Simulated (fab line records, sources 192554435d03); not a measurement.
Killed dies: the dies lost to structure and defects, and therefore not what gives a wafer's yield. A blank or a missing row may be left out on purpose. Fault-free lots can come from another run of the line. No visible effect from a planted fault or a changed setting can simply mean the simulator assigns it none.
Split-lot study / flow n5 finfet / 21 wafers read across 7 lots, on a route 1938 steps long

THE SPLIT
At N5_BEOL_M7_TRENCH_ETCH_37 (etches SiCOH lowk in C4F6/O2, target depth 93.478 nm, time 31.2 s), the setting bias w was moved away from the recipe's 185 W on 6 of the 21 wafers read, by -15.9% to +10.2%. For the rest of the wafers, this setting stayed at what the recipe calls for.

FROM THE SPLIT TO THE READING: what the file shows between them, 11 steps
- N5_BEOL_M7_ETCH_41: etches SiCN in CH3F/O2, target depth 31.9 nm, time 57.8 s
- N5_BEOL_M7_STRIP_80: strips in N2/H2, time 10 s
- N5_BEOL_M7_OCD_MEAS_38
- N5_BEOL_M7_HM_STRIP_39: strips TiN in peroxide tin strip, target depth 25 nm, time 158 s
- N5_BEOL_M7_SRD_40: time 30 s
- N5_BEOL_M7_ECD_50: material Cu, target thk 300 nm
- N5_BEOL_M7_ANNEAL_51: time 90 s
- N5_BEOL_M7_CMP_52: polishes, stops on SiCOH lowk, t overpolish 6.9 s, target thk 80 nm
- N5_BEOL_M7_THK_MEAS_53: measures by xrf
- N5_BEOL_M7_PRE_CLEAN_55: time 15 s
- N5_BEOL_M7_DEP_56: deposits SiCN from 3MS/NH3, target thk 10 nm, time 17.5 s

THE READING
M7_RS (ohm/sq), read at N5_BEOL_M7_RS_MEAS_57 with a four-point probe. A value of 0.286 ohm/sq with a standard deviation of 0.0059 ohm/sq is what fault-free wafers of this fab line usually give.

wafer=L075.2; tool, chamber at the split=rie diel-03, 0; bias w as run, W=155.6; against the recipe=-15.9%; M7_RS, ohm/sq=0.307; against lot-mates on the recipe=+0.022
wafer=L075.3; tool, chamber at the split=rie diel-03, 2; bias w as run, W=185; against the recipe=recipe; M7_RS, ohm/sq=0.284; against lot-mates on the recipe=-
wafer=L075.5; tool, chamber at the split=rie diel-03, 2; bias w as run, W=185; against the recipe=recipe; M7_RS, ohm/sq=0.287; against lot-mates on the recipe=-
wafer=L077.1; tool, chamber at the split=rie diel-03, 2; bias w as run, W=185; against the recipe=recipe; M7_RS, ohm/sq=0.289; against lot-mates on the recipe=-
wafer=L077.2; tool, chamber at the split=rie diel-03, 3; bias w as run, W=203.9; against the recipe=+10.2%; M7_RS, ohm/sq=0.266; against lot-mates on the recipe=-0.023
wafer=L077.3; tool, chamber at the split=rie diel-03, 1; bias w as run, W=203.9; against the recipe=+10.2%; M7_RS, ohm/sq=0.279; against lot-mates on the recipe=-0.010
wafer=L081.3; tool, chamber at the split=rie diel-02, 1; bias w as run, W=185; against the recipe=recipe; M7_RS, ohm/sq=0.287; against lot-mates on the recipe=-
wafer=L081.5; tool, chamber at the split=rie diel-02, 1; bias w as run, W=185; against the recipe=recipe; M7_RS, ohm/sq=0.290; against lot-mates on the recipe=-
wafer=L081.6; tool, chamber at the split=rie diel-02, 2; bias w as run, W=185; against the recipe=recipe; M7_RS, ohm/sq=0.288; against lot-mates on the recipe=-
wafer=L085.1; tool, chamber at the split=rie diel-01, 3; bias w as run, W=185; against the recipe=recipe; M7_RS, ohm/sq=0.282; against lot-mates on the recipe=-
wafer=L085.3; tool, chamber at the split=rie diel-01, 1; bias w as run, W=156.5; against the recipe=-15.4%; M7_RS, ohm/sq=0.305; against lot-mates on the recipe=+0.023
wafer=L085.4; tool, chamber at the split=rie diel-01, 2; bias w as run, W=156.5; against the recipe=-15.4%; M7_RS, ohm/sq=0.307; against lot-mates on the recipe=+0.025
wafer=L090.2; tool, chamber at the split=rie diel-03, 2; bias w as run, W=185; against the recipe=recipe; M7_RS, ohm/sq=0.296; against lot-mates on the recipe=-
wafer=L090.4; tool, chamber at the split=rie diel-03, 0; bias w as run, W=185; against the recipe=recipe; M7_RS, ohm/sq=0.296; against lot-mates on the recipe=-
wafer=L090.6; tool, chamber at the split=rie diel-03, 1; bias w as run, W=185; against the recipe=recipe; M7_RS, ohm/sq=0.299; against lot-mates on the recipe=-
wafer=L092.1; tool, chamber at the split=rie diel-01, 1; bias w as run, W=185; against the recipe=recipe; M7_RS, ohm/sq=0.282; against lot-mates on the recipe=-
wafer=L092.4; tool, chamber at the split=rie diel-01, 3; bias w as run, W=185; against the recipe=recipe; M7_RS, ohm/sq=0.284; against lot-mates on the recipe=-
wafer=L092.6; tool, chamber at the split=rie diel-01, 1; bias w as run, W=185; against the recipe=recipe; M7_RS, ohm/sq=0.277; against lot-mates on the recipe=-
wafer=L097.1; tool, chamber at the split=rie diel-03, 2; bias w as run, W=174.4; against the recipe=-5.7%; M7_RS, ohm/sq=0.285; against lot-mates on the recipe=+0.006
wafer=L097.2; tool, chamber at the split=rie diel-03, 0; bias w as run, W=185; against the recipe=recipe; M7_RS, ohm/sq=0.281; against lot-mates on the recipe=-
wafer=L097.3; tool, chamber at the split=rie diel-03, 3; bias w as run, W=185; against the recipe=recipe; M7_RS, ohm/sq=0.277; against lot-mates on the recipe=-

FIT RESULTS
A straight line over all 21 wafers: M7_RS changes by -0.00126 ohm/sq for each +1% of bias w; r = -0.81; the points scatter about the line by 0.0064 ohm/sq.
The same after taking each lot's own level away (the mean of its wafers on the recipe; 21 wafers): -0.00151 ohm/sq for each +1%; r = -0.97; scatter 0.0028 ohm/sq.
Per that fit: largest bias w move, reading shift of 0.024 ohm/sq.
The span of the lots' own levels, 0.2790 to 0.2970 ohm/sq, comes to 3.1 times the standard deviation stated above.
So the lot-to-lot level changes the slope: the two fits differ.
Check: for one of the wafers moved furthest among these (-15.9%), held out of the fit, the line's prediction against its lot-mates is +0.0245 ohm/sq. Against them it came out at +0.0215 ohm/sq.
Tool readings at the split's step, against how far the setting was moved: rf vpp V r = +0.99.

THE WHOLE CHAIN: every reading that the file lists as answering this split, in the file's order
step=N5_BEOL_M7_TRENCH_ETCH_37; what it does=etches SiCOH lowk in C4F6/O2, target depth 93.478 nm, time 31.2 s; reading=rf vpp V; change (the file's fit)=+5.61 V for each +1% of the setting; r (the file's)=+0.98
step=N5_BEOL_M7_TRENCH_ETCH_37; what it does=etches SiCOH lowk in C4F6/O2, target depth 93.478 nm, time 31.2 s; reading=BEOL_M7.feature depth nm (the simulator's own value, which no gauge read); change (the file's fit)=+0.33 nm for each +1% of the setting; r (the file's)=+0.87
step=N5_BEOL_M7_TRENCH_ETCH_37; what it does=etches SiCOH lowk in C4F6/O2, target depth 93.478 nm, time 31.2 s; reading=etch.depth nm (the simulator's own value, which no gauge read); change (the file's fit)=+0.334 nm for each +1% of the setting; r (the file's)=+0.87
step=N5_BEOL_M7_OCD_MEAS_38; what it does=; reading=trench depth nm; change (the file's fit)=+0.34 nm for each +1% of the setting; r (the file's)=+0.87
step=N5_BEOL_M7_CMP_52; what it does=polishes, stops on SiCOH lowk, t overpolish 6.9 s, target thk 80 nm; reading=Cu_of_BEOL_M7_ECD_50.thk nm (the simulator's own value, which no gauge read); change (the file's fit)=+0.336 nm for each +1% of the setting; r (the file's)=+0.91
step=N5_BEOL_M7_THK_MEAS_53; what it does=measures by xrf; reading=M7_THK; change (the file's fit)=+0.341 for each +1% of the setting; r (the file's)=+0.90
step=N5_BEOL_M7_RS_MEAS_57; what it does=measures by four-point-probe; reading=M7_RS; change (the file's fit)=-0.00147 for each +1% of the setting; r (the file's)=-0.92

THE FILE'S OWN FIT
M7_RS changes by -0.00147 ohm/sq for each +1% of bias w, r = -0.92.
